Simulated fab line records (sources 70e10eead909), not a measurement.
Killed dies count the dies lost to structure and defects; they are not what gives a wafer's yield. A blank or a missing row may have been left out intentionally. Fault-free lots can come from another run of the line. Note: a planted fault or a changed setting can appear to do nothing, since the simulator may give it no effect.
The tool behind it: which one?    flow nandHarc    24 lots with 72 wafers sampled at 3 steps, on a route of 1302 steps

== WHAT THE GAUGES READ, wafer by wafer ==
NHARC_A_CONTACT_OVL_MEAS_09. Usual: overlayXNm 0.1 nm, standard deviation 0.84; overlayYNm 0.0 nm, standard deviation 0.83.
lot   measured      on          overlayXNm (nm)  overlayYNm (nm)  flag
L074  day 22 18:07  overlay-02  0.5 -0.1 0.0     0.5 0.5 0.1      
L075  day 22 23:32  overlay-01  0.0 0.2 0.8      0.3 0.3 0.4      
L077  day 23 13:28  overlay-02  -1.4 -1.5 -1.6   0.9 1.3 1.4      
L076  day 23 16:03  overlay-02  0.0 -0.2 -0.1    -0.2 -0.4 -0.3   
L078  day 24 06:27  overlay-01  0.8 0.5 0.3      -1.0 -1.0 -0.8   
L079  day 24 10:07  overlay-02  -0.1 0.2 0.2     0.6 1.3 0.7      
L080  day 25 10:31  overlay-01  -0.2 0.6 0.3     0.0 -0.9 -0.6    
L081  day 25 10:47  overlay-01  -0.5 -0.4 -0.2   -0.8 -0.4 -0.8   
L082  day 25 22:42  overlay-02  -0.3 -0.7 -0.8   1.6 0.8 1.3      
L083  day 26 05:40  overlay-02  -0.1 1.0 0.1     -1.1 -0.9 -0.9   
L085  day 26 17:22  overlay-02  -0.5 0.2 -0.6    -0.8 -0.9 -0.9   
L084  day 26 19:07  overlay-02  2.2 1.5 1.9      -0.5 -0.8 -0.4   
L086  day 27 08:29  overlay-02  1.0 0.0 0.5      -0.2 -0.4 -0.5   
L087  day 28 05:11  overlay-01  1.8 0.8 1.1      -1.6 -0.8 -0.8   
L089  day 28 12:46  overlay-02  0.9 1.0 0.5      0.8 0.4 0.6      
L088  day 28 14:23  overlay-01  -0.5 -0.8 -0.4   -0.9 -0.7 -0.9   
L090  day 28 20:08  overlay-02  -0.6 -1.2 -0.5   0.9 0.4 1.0      
L091  day 28 23:46  overlay-02  -1.3 -1.4 -1.4   -0.7 -0.9 -0.3   
L092  day 29 15:47  overlay-02  -0.4 0.2 0.2     0.2 1.1 0.6      
L094  day 30 06:41  overlay-01  0.3 0.1 0.1      0.7 1.4 1.6      
L093  day 30 08:04  overlay-02  1.5 1.2 1.1      0.3 0.2 0.4      
L095  day 31 06:27  overlay-02  1.5 0.9 0.7      -0.2 -0.1 0.1    
L096  day 31 14:28  overlay-01  -0.7 -1.2 -1.2   1.1 1.2 1.5      
L097  day 31 16:19  overlay-02  -0.8 -0.8 -0.7   0.5 0.1 0.1      

NHARC_A_BLC_OVL_MEAS_11. Usual: overlayXNm 0.2 nm, standard deviation 0.87; overlayYNm -0.1 nm, standard deviation 0.84.
lot   measured      on          overlayXNm (nm)  overlayYNm (nm)  flag
L074  day 23 00:41  overlay-01  0.6 0.2 0.5      -0.6 -1.0 -0.7   
L075  day 23 06:06  overlay-01  -1.1 -0.7 -1.1   0.1 -0.3 -0.4    
L077  day 23 19:52  overlay-01  1.4 1.5 1.3      0.4 0.1 0.2      
L076  day 23 22:22  overlay-01  1.4 2.1 1.6      -0.1 0.1 -0.4    
L078  day 24 12:40  overlay-02  1.4 1.3 1.8      -0.6 -0.9 -0.8   
L079  day 24 16:53  overlay-01  -0.6 -0.5 -0.1   0.1 0.0 -0.2     
L080  day 25 16:49  overlay-01  0.8 1.3 1.1      1.3 0.9 0.4      
L081  day 25 17:09  overlay-02  -0.4 0.2 -0.2    -0.4 -0.3 -0.4   
L082  day 26 05:02  overlay-02  0.8 0.1 0.8      -0.7 -0.2 -0.8   
L083  day 26 12:01  overlay-02  -0.7 -0.5 -0.2   0.1 0.5 0.8      
L085  day 26 23:44  overlay-01  0.2 -0.1 -0.1    1.2 1.5 1.0      
L084  day 27 01:25  overlay-02  1.2 1.1 0.9      -0.9 -1.5 -1.2   
L086  day 27 15:20  overlay-01  1.6 1.9 1.9      0.6 0.6 1.1      
L087  day 28 12:44  overlay-01  -0.3 -0.3 -0.2   -0.8 -1.4 -0.9   
L089  day 28 19:12  overlay-01  -0.3 -0.6 -0.2   -2.0 -1.8 -1.8   
L088  day 28 21:10  overlay-02  0.5 0.3 0.5      0.9 1.0 0.7      
L090  day 29 02:37  overlay-02  1.1 0.8 0.2      -0.1 0.4 0.5     
L091  day 29 06:13  overlay-01  -1.3 -1.3 -1.2   1.5 1.7 1.4      
L092  day 29 22:06  overlay-01  -0.6 -0.7 -0.6   -0.1 0.3 -0.1    
L094  day 30 13:01  overlay-02  -0.1 -0.7 0.0    0.0 0.3 0.1      
L093  day 30 14:21  overlay-01  -0.2 -0.4 -0.8   -0.5 -0.9 -0.7   
L095  day 31 13:34  overlay-02  0.8 0.8 0.3      -0.1 0.2 0.1     
L096  day 31 21:14  overlay-02  -1.3 -1.5 -1.5   -0.1 -0.3 0.3    
L097  day 31 22:38  overlay-02  1.0 0.6 0.4      -0.8 -0.4 -1.2   

== EACH LOT AND THE TOOL THAT RAN IT (in order: tool; ch and the chambers of the sampled wafers; start) ==
lot   NHARC_A_CONTACT_STRIP_82
L074  rieDiel-11 ch 0,1,2, day 22 18:07 or earlier
L075  rieDiel-11 ch 0,1, day 22 23:32 or earlier
L077  rieDiel-08 ch 1,2, day 23 13:28 or earlier
L076  rieDiel-11 ch 1,2,3, day 23 16:03 or earlier
L078  rieDiel-04 ch 1,2, day 24 06:27 or earlier
L079  rieDiel-11 ch 2,3, day 24 10:07 or earlier
L080  rieDiel-11 ch 0,1,3, day 25 10:31 or earlier
L081  rieDiel-04 ch 0,1,2, day 25 10:47 or earlier
L082  rieDiel-04 ch 0,3, day 25 22:42 or earlier
L083  rieDiel-11 ch 1,2,3, day 26 05:40 or earlier
L085  rieDiel-04 ch 0,1, day 26 17:22 or earlier
L084  rieDiel-04 ch 0,1,2, day 26 19:07 or earlier
L086  rieDiel-08 ch 0,1, day 27 08:29 or earlier
L087  rieDiel-08 ch 0,1,3, day 28 05:11 or earlier
L089  rieDiel-04 ch 1,2,3, day 28 12:46 or earlier
L088  rieDiel-08 ch 0,1,3, day 28 14:23 or earlier
L090  rieDiel-11 ch 1,2,3, day 28 20:08 or earlier
L091  rieDiel-11 ch 0,1, day 28 23:46 or earlier
L092  rieDiel-08 ch 1,2, day 29 15:47 or earlier
L094  rieDiel-11 ch 1,2,3, day 30 06:41 or earlier
L093  rieDiel-04 ch 0,1,3, day 30 08:04 or earlier
L095  rieDiel-04 ch 1,2,3, day 31 06:27 or earlier
L096  rieDiel-04 ch 2,3, day 31 14:28 or earlier
L097  rieDiel-04 ch 0,1,3, day 31 16:19 or earlier
- NHARC_A_CONTACT_STRIP_82: strips in O2.

== WHAT THE TOOLS THEMSELVES READ (means of the sampled wafers that have a number; where no wafer has one, the mark that the record gives instead) ==
NHARC_A_CONTACT_STRIP_82. Usual: drypumpMotorCurrentA 5.7 A, standard deviation 0.48; o2FlowSccm 500.0 sccm, standard deviation 1.5; oesProductAu 0.998 a.u., standard deviation 0.0083; rfVppV 57.9 V, standard deviation 0.98; showerheadPlenumPTorr 3.56 Torr, standard deviation 0.18; throttleValvePct 17.036 %, standard deviation 0.0094.
lot   tool        drypumpMotorCurrentA (A)  o2FlowSccm (sccm)  oesProductAu (a.u.)  rfVppV (V)  showerheadPlenumPTorr (Torr)  throttleValvePct (%)  flag
L074  rieDiel-11  5.8                       499.8              1.006                57.9        3.62                          17.033                
L075  rieDiel-11  5.5                       498.9              0.998                57.1        3.51                          17.031                
L077  rieDiel-08  6.1                       498.8              1.003                57.6        3.43                          17.040                
L076  rieDiel-11  5.7                       499.0              1.002                57.4        3.57                          17.044                
L078  rieDiel-04  5.7                       499.8              0.990                57.2        3.53                          17.031                
L079  rieDiel-11  5.7                       499.4              1.001                57.3        3.47                          17.044                
L080  rieDiel-11  5.4                       499.7              1.006                57.4        3.45                          17.038                
L081  rieDiel-04  5.4                       501.4              0.985                58.4        3.62                          17.028                
L082  rieDiel-04  5.4                       500.2              0.998                57.9        3.57                          17.037                
L083  rieDiel-11  5.8                       500.6              1.003                57.6        3.55                          17.035                
L085  rieDiel-04  5.4                       500.1              0.996                58.3        3.71                          17.037                
L084  rieDiel-04  5.4                       500.8              0.995                57.7        3.62                          17.042                
L086  rieDiel-08  5.4                       500.2              0.993                58.4        3.77                          17.038                
L087  rieDiel-08  5.5                       500.6              0.996                57.9        3.61                          17.030                
L089  rieDiel-04  5.9                       499.1              0.994                57.6        3.47                          17.041                
L088  rieDiel-08  5.5                       500.4              0.995                58.1        3.60                          17.038                
L090  rieDiel-11  5.7                       499.9              1.001                57.3        3.54                          17.044                
L091  rieDiel-11  5.5                       500.4              1.005                58.2        3.48                          17.036                
L092  rieDiel-08  5.9                       498.7              1.005                57.6        3.69                          17.041                
L094  rieDiel-11  5.7                       500.9              1.003                58.1        3.54                          17.038                
L093  rieDiel-04  5.6                       500.7              0.997                58.0        3.56                          17.038                
L095  rieDiel-04  5.9                       500.0              0.986                59.1        3.65                          17.034                
L096  rieDiel-04  5.9                       500.1              0.984                57.6        3.56                          17.039                
L097  rieDiel-04  5.6                       500.1              0.990                58.0        3.73                          17.040                

== THE ANSWER, worked out from the rows above alone ==
Rule: lot off if the mean of its wafers having a number is beyond 3 standard deviations from the usual mean. Also off: a lot with no number at a reading for which 4 or more lots have one. Where the step has rows for the other lots, those lots are counted as sound. Order of review: gauges by route order, followed by the tools' own readings, for which a lot's mean as printed above is used. The first step at which some lot is off is used, and at that step the reading that is off furthest; a lot without a number counts as furthest.
No lot is off at any reading shown: from this, nothing can be told.

== WHAT HAD BEEN PUT IN BY THE SIMULATOR ==
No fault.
